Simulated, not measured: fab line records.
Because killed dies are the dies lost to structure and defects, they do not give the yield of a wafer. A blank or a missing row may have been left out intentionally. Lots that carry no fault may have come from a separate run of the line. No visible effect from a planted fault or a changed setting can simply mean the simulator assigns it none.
Chamber matching :: flow n5_finfet :: N5_BEOL_M6_ALD_77 on ald_metal-04 has 4 sister chambers
The step deposits TaN, target thk 2 nm, pulse time 2 s, purge time 3 s. 4 wafers are shown with their chamber, then 10 later ones without.

== WAFERS WITH THEIR CHAMBER ==
wafer: L079.2
chamber: 0
heater_power_w (W): 393

wafer: L081.2
chamber: 3
heater_power_w (W): 411

wafer: L084.1
chamber: 1
heater_power_w (W): 422

wafer: L084.2
chamber: 2
heater_power_w (W): 454

== WAFERS MISSING THEIR CHAMBER ==
wafer: L084.5
heater_power_w (W): 402

wafer: L090.2
heater_power_w (W): 415

wafer: L090.3
heater_power_w (W): 397

wafer: L090.5
heater_power_w (W): 396

wafer: L095.1
heater_power_w (W): 424

wafer: L095.2
heater_power_w (W): 461

wafer: L095.3
heater_power_w (W): 417

wafer: L097.1
heater_power_w (W): 406

wafer: L097.3
heater_power_w (W): 407

wafer: L097.4
heater_power_w (W): 455

== THE CHAMBER EACH PASSED THROUGH ==
wafer: L084.5
from the rows above: can't be placed: 0 or 3
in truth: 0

wafer: L090.2
from the rows above: can't be placed: 3 or 1
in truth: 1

wafer: L090.3
from the rows above: 0
in truth: 0

wafer: L090.5
from the rows above: 0
in truth: 0

wafer: L095.1
from the rows above: 1
in truth: 1

wafer: L095.2
from the rows above: 2
in truth: 2

wafer: L095.3
from the rows above: can't be placed: 1 or 3
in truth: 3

wafer: L097.1
from the rows above: can't be placed: 3 or 0
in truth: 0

wafer: L097.3
from the rows above: 3
in truth: 3

wafer: L097.4
from the rows above: 2
in truth: 2
Placed correctly: 6 of 10. Can't be placed from these rows: 4 (the true chamber is among the candidates in 4). Placed wrongly: 0.
How it was worked out, from the rows above alone: a wafer's distance from a chamber is the root of the sum, over the readings, of the square of ((its reading less the chamber's mean) divided by the reading's scatter). If the next closest chamber is less than 2 further off than the closest, the wafer can't be placed; otherwise it belongs to the closest. A chamber's mean is the mean of its shown wafers. The scatter (one wafer shown for each chamber): square how far every hidden wafer sits from the nearest shown wafer, average those squares and take the square root.
